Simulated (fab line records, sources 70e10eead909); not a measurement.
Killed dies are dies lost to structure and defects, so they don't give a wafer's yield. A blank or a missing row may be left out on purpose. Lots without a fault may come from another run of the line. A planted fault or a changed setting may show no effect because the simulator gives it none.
fab line records | flow nand_harc
record lots=14 wafers=42 last_day=22
route steps=1159 shown A_SLIT@796 A_WL_FILL@809
lots that met no fault: from a run of the same line without faults
start_h: hours from the record's first day to the start of the lot's first wafer shown | wait_h: hours since the lot's step before | " the same as in the row above | L1.1+2: a row that stands for several wafers | - no value, or no start given | * or withheld: withheld | < > ~ a bound
route shown NAME@n: a module of which the file shows steps, and the number in the route of the first | usual: mean/standard deviation of fault-free wafers | same: alike in all rows | chamber/n: place in a boat | sites: the reading at each site | _std_site: their standard deviation | _edge_site: outer sites' mean less inner sites' | radius_mm: how far each site lies from the wafer's centre | mask NAME#n: copy n | behind: the tool/chamber that last shaped the wafer | hold: why the lot was held/for how many hours/how that ended | device: the transistor (n, p or np) that didn't switch | end of line: the same wafers' tests at the end of the route | a step without rows: its recipe alone | killed: dies lost to structure and defects at the first sort, not the wafer's yield | map: a wafer's dies, x killed, . not, _ none there
set.NAME: the setting as run; set.NAME@STEP: as run at that earlier step | model.NAME: the simulator's own value behind a step, which no gauge read
steps of the route over a sample of lots; a table a step, a row a wafer
services: from which hour (start_h, from the record's first day; less than 0 if before it) a tool's chamber was out of use, for how many hours, and why
## steps
# step NHARC_A_SLIT_ETCH_17
# recipe bias_v=900 source_w=withheld pressure_mtorr=20 ar_flow_sccm=375 c4f8_flow_sccm=83.3 o2_flow_sccm=41.7 time_s=1687.5 target_depth_a=1.01e+05 chemistry=C4F8/O2/Ar
# usual drypump_motor_current_A=5.8/0.66 mfc_ar_sccm=375.1/1.1 o2_flow_sccm=41.69/0.14 showerhead_plenum_p_Torr=3.73/0.11 throttle_valve_pct=32.045/0.0091
# columns lot.wafer tool chamber start_h wait_h drypump_motor_current_A mfc_ar_sccm o2_flow_sccm rf_hours_counter_h showerhead_plenum_p_Torr throttle_valve_pct
L397.2 har_etch-02 1 315.88 - 5.0 374.7 41.63 169 3.84 32.049
L397.1 " 0 " " 6.3 376.8 42.05 169 3.55 32.045
L397.4 " 1 " " 5.0 375.8 41.76 - 3.84 32.055
L396.2 har_etch-02 1 317.55 - 5.0 375.7 41.52 170 3.84 32.044
L396.1 " 0 " " 6.3 377.3 41.80 170 3.55 32.046
L396.3 " 1 " " 4.9 375.3 41.45 - 3.84 32.045
L398.1 har_etch-01 0 331.13 - 6.6 374.3 41.56 6 3.79 32.046
L398.3 " 1 " " 5.4 376.4 41.76 - 3.79 32.046
L398.6 " 0 " " 6.6 374.6 41.54 - 3.79 32.053
L400.2 har_etch-02 1 341.95 - 5.0 375.6 41.96 183 3.84 32.037
L400.3 " 1 " " 5.0 376.0 41.81 - 3.84 32.040
L400.6 " 0 " " 6.3 377.5 41.65 - 3.55 32.039
L401.2 har_etch-01 0 342.31 - 6.6 376.0 41.71 7 3.79 32.037
L401.4 " 1 " " 5.4 377.6 41.89 - 3.79 32.037
L401.6 " 0 " " 6.6 374.5 41.68 - 3.79 32.037
L403.1 har_etch-02 0 372.15 - 6.3 374.9 41.31 200 3.54 32.051
L403.4 " 0 " " 6.2 376.1 41.37 - 3.54 32.055
L403.5 " 1 " " 5.0 375.0 41.67 - 3.83 32.045
L406.1 har_etch-02 0 377.27 - 6.2 375.9 41.48 201 3.54 32.039
L406.3 " 1 " " 5.0 376.6 41.65 - 3.83 32.066
L406.6 " 1 " " 5.0 376.1 41.76 - 3.83 32.036
L404.1 har_etch-01 1 377.43 - 5.3 374.2 41.58 26 3.78 32.047
L404.4 " 1 " " 5.3 372.1 41.59 - 3.78 32.041
L404.5 " 0 " " 6.6 375.2 41.86 - 3.78 32.044
L405.1 har_etch-02 0 378.93 - 6.2 375.5 41.52 203 3.54 32.030
L405.3 " 0 " " 6.2 375.0 41.86 - 3.54 32.032
L405.6 " 1 " " 5.0 375.7 41.62 - 3.82 32.058
L407.1 har_etch-02 0 401.73 - 6.3 373.8 41.81 212 3.53 32.049
L407.4 " 1 " " 5.0 376.4 41.82 - 3.82 32.035
L407.3 " 0 " " 6.2 372.9 41.70 - 3.53 32.049
L408.1 har_etch-02 0 403.17 - 6.2 375.2 41.73 214 3.53 32.059
L408.2 " 1 " " 5.0 377.7 41.87 214 3.82 32.042
L408.3 " 0 " " 6.2 373.3 41.77 - 3.53 32.046
L409.4 har_etch-01 0 403.35 - 6.6 376.0 41.77 - 3.78 32.034
L409.5 " 0 " " 6.6 375.6 41.79 - 3.78 32.053
L409.6 " 1 " " 5.4 375.2 41.89 - 3.78 32.029
L411.2 har_etch-01 1 407.23 - 5.4 375.1 41.64 38 3.78 32.040
L411.3 " 1 " " 5.4 374.9 41.50 - 3.78 32.049
L411.6 " 0 " " 6.7 376.4 41.77 - 3.78 32.058
L412.2 har_etch-02 1 415.70 - 5.0 374.2 41.61 215 3.82 32.041
L412.1 " 0 " " 6.3 374.7 41.82 215 3.53 32.039
L412.5 " 0 416.94 - 6.3 374.9 41.75 - 3.53 32.041
# step NHARC_A_WL_FILL_ALD_00
# recipe target_thk_a=30 pulse_time_s=3 ald_cycles=30 temp_c=300 material=Al2O3
# usual heater_power_w=460/34 precursor_pulse_height_rel=1.001/0.02
# columns lot.wafer tool chamber start_h wait_h heater_power_w precursor_pulse_height_rel
L397.1 ald_hk-01 3 324.73 0.1 510 1.020
L397.4 " 0 " " 439 0.998
L397.2 " 1 " " 399 0.994
L396.1 ald_hk-04 2 328.03 0.1 478 1.004
L396.3 " 3 " " 473 1.022
L396.2 " 1 " " 449 1.003
L398.1 ald_hk-04 1 339.72 0.1 464 0.990
L398.3 " 2 " " 492 0.989
L398.6 " 0 " " 473 1.013
L400.3 ald_hk-01 2 352.19 0.1 452 1.012
L400.2 " 0 " " 452 0.978
L400.6 " 3 " " 509 0.997
L401.4 ald_hk-04 1 352.20 0.1 476 0.996
L401.2 " 2 " " 483 1.006
L401.6 " 1 " " 463 1.001
L403.1 ald_hk-01 1 382.45 0.1 402 0.986
L403.4 " 3 " " 515 0.984
L403.5 " 2 " " 444 0.981
L406.3 ald_hk-01 3 387.67 0.1 517 1.021
L406.1 " 0 " " 467 0.990
L406.6 " 0 " " 455 1.009
L404.1 ald_hk-04 0 387.70 0.1 477 1.000
L404.4 " 1 " " 435 0.983
L404.5 " 0 " " 456 1.002
L405.1 ald_hk-01 0 387.83 0.2 441 1.008
L405.3 " 1 " " 398 0.983
L405.6 " 0 " " 461 1.026
L407.1 ald_hk-04 1 411.60 0.1 447 0.996
L407.3 " 3 " " 484 0.996
L407.4 " 0 " " 455 1.008
L409.4 ald_hk-02 2 411.76 0.2 454 1.018
L409.6 " 2 " " 443 1.008
L409.5 " 3 " " 449 1.009
L408.1 ald_hk-04 0 411.76 0.2 480 0.968
L408.3 " 1 " " 455 1.019
L408.2 " 3 " " 472 1.026
L411.2 ald_hk-02 2 417.66 0.1 436 1.038
L411.3 " 3 " " 457 0.985
L411.6 " 1 " " 370 0.987
L412.1 ald_hk-01 3 426.11 0.1 521 0.982
L412.2 " 1 " " 418 0.971
L412.5 " 3 " " 508 1.017
# step NHARC_A_WL_FILL_STRIP_29
# recipe time_s=20 o2_flow_sccm=500 ar_flow_sccm=0 bias_w=0 chemistry=O2
# usual drypump_motor_current_A=5.8/0.39 mfc_ar_sccm=0.009/0.0095 o2_flow_sccm=500.2/1.5 oes_product_au=1.000/0.017 rf_vpp_V=57.9/0.92 showerhead_plenum_p_Torr=3.60/0.11 throttle_valve_pct=17.038/0.0094
# same bias_w=0
# columns lot.wafer tool chamber start_h wait_h drypump_motor_current_A mfc_ar_sccm o2_flow_sccm oes_product_au rf_hours_counter_h rf_vpp_V showerhead_plenum_p_Torr throttle_valve_pct
L396.2 rie_diel-08 0 340.53 0.1 6.4 0.006 501.2 0.974 2.1 57.5 3.71 17.017
L396.3 " 2 " " 5.8 0.013 500.9 0.997 1.6 58.9 3.49 17.048
L396.1 " 3 " " 6.3 0.012 501.6 0.991 2.0 57.3 3.57 17.040
L397.2 rie_diel-04 1 340.53 0.1 6.1 0 500.8 1.006 1.3 58.8 3.42 17.040
L397.1 " 2 " " 5.3 0.022 498.7 1.021 1.3 56.7 3.78 17.039
L397.4 " 3 " " 5.3 0.010 502.7 0.989 1.3 58.5 3.61 17.044
L398.3 rie_diel-08 0 358.33 0.1 6.4 0.006 496.8 0.974 3.7 58.9 3.71 17.054
L398.1 " 2 " " 5.8 0.013 495.9 1.003 2.8 56.6 3.49 17.053
L398.6 " 0 " " 6.4 0.006 499.9 0.977 - 59.1 3.71 17.037
L401.4 rie_diel-04 2 378.84 0.1 5.2 0.022 496.5 1.011 1.9 56.5 3.78 17.029
L401.2 " 0 " " 5.9 0.001 500.0 0.990 2.0 59.1 3.62 17.029
L401.6 " 1 " " 6.0 0 501.8 1.011 - 57.9 3.42 17.054
L400.3 rie_diel-07 3 381.59 0.1 5.4 0 501.0 0.997 4.0 58.2 3.42 17.035
L400.2 " 2 " " 6.0 0 500.0 1.010 4.9 58.0 3.72 17.030
L400.6 " 0 " " 5.9 0 499.1 0.990 - 58.8 3.62 17.023
L403.4 rie_diel-08 2 397.40 0.1 5.8 0.013 498.2 1.011 5.2 60.0 3.49 17.025
L403.1 " 3 " " 6.3 0.012 499.1 0.997 5.8 58.3 3.57 17.030
L403.5 " 2 " " 5.8 0.013 500.2 1.014 - 58.7 3.49 17.030
L406.3 rie_diel-08 2 406.88 0.1 5.8 0.013 499.0 1.016 5.6 57.9 3.49 17.036
L406.1 " 3 " " 6.3 0.012 502.9 0.995 6.2 58.5 3.57 17.024
L406.6 " 1 " " 5.2 0.029 501.5 1.039 - 59.2 3.63 17.045
L405.1 rie_diel-04 1 410.21 0.1 6.0 0 497.6 1.011 2.5 57.1 3.42 17.042
L405.3 " 3 " " 5.3 0.010 503.2 0.992 2.6 58.2 3.61 17.025
L405.6 " 1 " " 6.0 0 498.0 1.007 - 58.0 3.42 17.033
L404.1 rie_diel-08 2 413.21 0.1 5.7 0.013 498.4 1.029 5.8 58.6 3.49 17.030
L404.4 " 0 " " 6.4 0.006 498.3 0.964 6.3 57.1 3.70 17.043
L404.5 " 1 " " 5.3 0.029 499.7 1.027 - 57.7 3.63 17.037
L407.1 rie_diel-04 2 426.43 0.1 5.3 0.022 500.1 1.007 2.9 56.6 3.78 17.048
L407.4 " 0 " " 5.8 0.001 497.9 0.981 3.1 58.0 3.62 17.048
L407.3 " 1 " " 6.1 0 501.0 1.002 2.9 57.8 3.42 17.047
L408.3 rie_diel-08 2 426.46 0.1 5.8 0.013 499.8 1.013 6.4 58.8 3.49 17.037
L408.2 " 3 " " 6.3 0.012 501.5 0.992 7.0 58.2 3.57 17.038
L408.1 " 0 " " 6.4 0.006 500.1 0.964 7.1 57.9 3.70 17.044
L409.4 rie_diel-08 2 432.42 0.1 5.8 0.013 500.9 1.025 6.6 58.9 3.49 17.021
L409.6 " 3 " " 6.3 0.012 500.7 0.997 - 58.1 3.57 17.026
L409.5 " 0 " " 6.4 0.006 502.2 0.969 - 58.2 3.70 17.052
L411.2 rie_diel-04 1 434.40 0.1 6.1 0 502.4 0.998 3.2 58.8 3.42 17.043
L411.3 " 2 " " 5.3 0.022 502.1 1.016 3.2 58.9 3.78 17.029
L411.6 " 2 " " 5.3 0.022 498.8 1.008 - 59.2 3.78 17.051
L412.2 rie_diel-04 0 444.24 0.1 5.8 0.001 498.9 0.986 3.6 57.4 3.62 17.038
L412.1 " 2 " " 5.3 0.022 502.4 1.015 3.4 57.3 3.78 17.041
L412.5 " 3 " " 5.3 0.010 501.4 0.974 - 59.1 3.61 17.048
# step NHARC_A_WL_FILL_ETCHBACK_17
# recipe target_depth_a=40 time_s=26.7 chemistry=Cl2/BCl3
# usual drypump_motor_current_A=5.66/0.27 oes_product_au=1.001/0.013 run_length_s=48.1/0.46
# columns lot.wafer tool chamber start_h wait_h drypump_motor_current_A oes_product_au rf_hours_counter_h run_length_s
L396.1 rie_metal-03 0 340.61 - 5.78 1.011 1.5 47.0
L396.2 " 1 " " 5.33 1.004 1.5 47.8
L396.3 " 1 " " 5.30 0.997 - 48.0
L397.1 rie_metal-02 0 340.69 - 6.01 1.003 3.3 48.4
L397.2 " 1 " " 5.56 0.982 4.9 48.3
L397.4 " 1 " " 5.56 0.994 - 48.0
L398.1 rie_metal-03 1 358.43 - 5.34 1.009 1.7 47.9
L398.3 " 0 " " 5.80 1.018 - 47.4
L398.6 " 1 " " 5.35 1.009 - 47.8
L401.2 rie_metal-03 1 378.94 - 5.35 1.005 2.2 48.1
L401.4 " 0 " " 5.74 1.027 - 47.3
L401.6 " 0 " " 5.75 1.031 - 47.0
L400.2 rie_metal-03 0 381.68 - 5.77 1.018 2.2 47.0
L400.3 " 0 " " 5.77 1.029 - 47.0
L400.6 " 0 " " 5.76 1.026 - 47.0
L403.1 rie_metal-02 0 397.49 - 6.00 0.999 0 48.0
L403.4 " 0 " " 6.00 0.998 - 48.4
L403.5 " 0 " " 6.01 0.983 - 48.1
L406.1 rie_metal-01 1 406.96 - 6.06 0.985 1.9 48.4
L406.3 " 1 " " 6.07 0.991 - 48.4
L406.6 " 0 " " 5.40 0.998 - 48.1
L405.1 rie_metal-03 0 410.32 - 5.78 1.024 3.0 47.7
L405.3 " 1 " " 5.31 1.019 - 48.0
L405.6 " 1 " " 5.31 1.013 - 48.4
L404.1 rie_metal-02 1 413.31 - 5.59 1.000 0.3 48.3
L404.4 " 0 " " 5.98 0.984 - 48.7
L404.5 " 0 " " 6.00 0.987 - 48.4
L407.1 rie_metal-01 1 426.52 - 6.04 0.983 2.6 48.6
L407.4 " 1 " " 6.03 0.993 - 49.0
L407.3 " 0 " " 5.41 1.000 - 48.1
L408.1 rie_metal-03 0 426.55 - 5.74 1.001 3.7 47.4
L408.2 " 1 " " 5.36 0.997 3.7 48.2
L408.3 " 0 " " 5.75 1.007 - 46.9
L409.4 rie_metal-03 0 432.54 - 5.73 1.011 - 47.7
L409.6 " 0 " " 5.78 1.004 - 47.0
L409.5 " 1 " " 5.38 1.016 - 48.2
L411.2 rie_metal-03 0 434.49 - 5.77 1.003 3.8 37.8
L411.3 " 1 " " 5.34 1.000 - 38.6
L411.6 " 0 " " 5.79 1.005 - 47.7
L412.1 rie_metal-03 1 444.33 - 5.31 1.017 4.6 47.9
L412.2 " 1 " " 5.34 0.998 - 38.7
L412.5 " 1 " " 5.32 0.997 - 48.2
## services
# columns tool chamber start_h hours kind
rie_diel-08 3 296.12 1.3 repair
rie_diel-07 3 297.41 3.6 repair
rie_diel-08 - 301.84 9.0 pm
rie_diel-07 3 301.91 6.7 repair
har_etch-01 - 308.04 17.0 pm
rie_metal-03 0 318.22 5.0 repair
rie_metal-01 - 332.00 9.0 pm
rie_diel-04 1 349.46 5.4 repair
rie_diel-04 1 357.74 4.4 repair
ald_hk-04 - 366.85 10.0 pm
rie_diel-08 - 369.93 0.5 repair
har_etch-02 - 382.36 1.1 repair
rie_diel-04 - 384.51 0.5 repair
rie_metal-02 - 388.00 9.0 pm
ald_hk-04 - 391.70 0.3 repair
rie_diel-08 - 394.38 0.9 repair
rie_diel-04 2 401.38 1.3 repair
rie_diel-07 3 403.06 4.8 repair
rie_diel-07 - 405.20 9.0 pm
rie_metal-01 - 408.82 1.0 repair
ald_hk-01 - 409.11 10.0 pm
rie_metal-01 - 412.30 0.3 repair
rie_diel-08 - 437.13 1.8 repair
rie_metal-03 0 441.57 10.0 repair
## key
first_sign step=NHARC_A_WL_FILL_ETCHBACK_17 reading=run_length_s direction=down sigmas=21 usual=* struck=*
effect none on later readings
met_at NHARC_A_WL_FILL_ETCHBACK_17
struck_lots L411,L412
struck_wafers L411.2,L411.3,L412.2
later_rows_left_out L411.2,L411.3,L412.2
sort_left_out L411.2,L411.3,L412.2
tester_left_out L411,L412
not_acting_at NHARC_A_SLIT_ETCH_17,NHARC_A_WL_FILL_ALD_00,NHARC_A_WL_FILL_STRIP_29
onset_between 432.54 434.49
fault kind=process_parameter_drift tool=rie_metal-03 chamber=- onset_h=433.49 steps=NHARC_A_WL_FILL_ETCHBACK_17 channel=time_s offset=* shape=step end_h=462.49 scope=struck_wafers_only acts_in=* stated=*
# tester_left_out: of these lots the tester's yield and bins aren't shown, on N5 and GAA mostly nor the transistor test; their killed dies are dies lost to structure and defects alone, not to doping, threshold or leakage, so they don't give the yield
# sort_left_out: the simulated sort isn't trusted on such a fault, so these wafers' sort isn't shown, and their yield isn't known
# later_rows_left_out: the simulator's readings of these wafers behind a module that went badly wrong aren't trusted and aren't shown, but for the sort
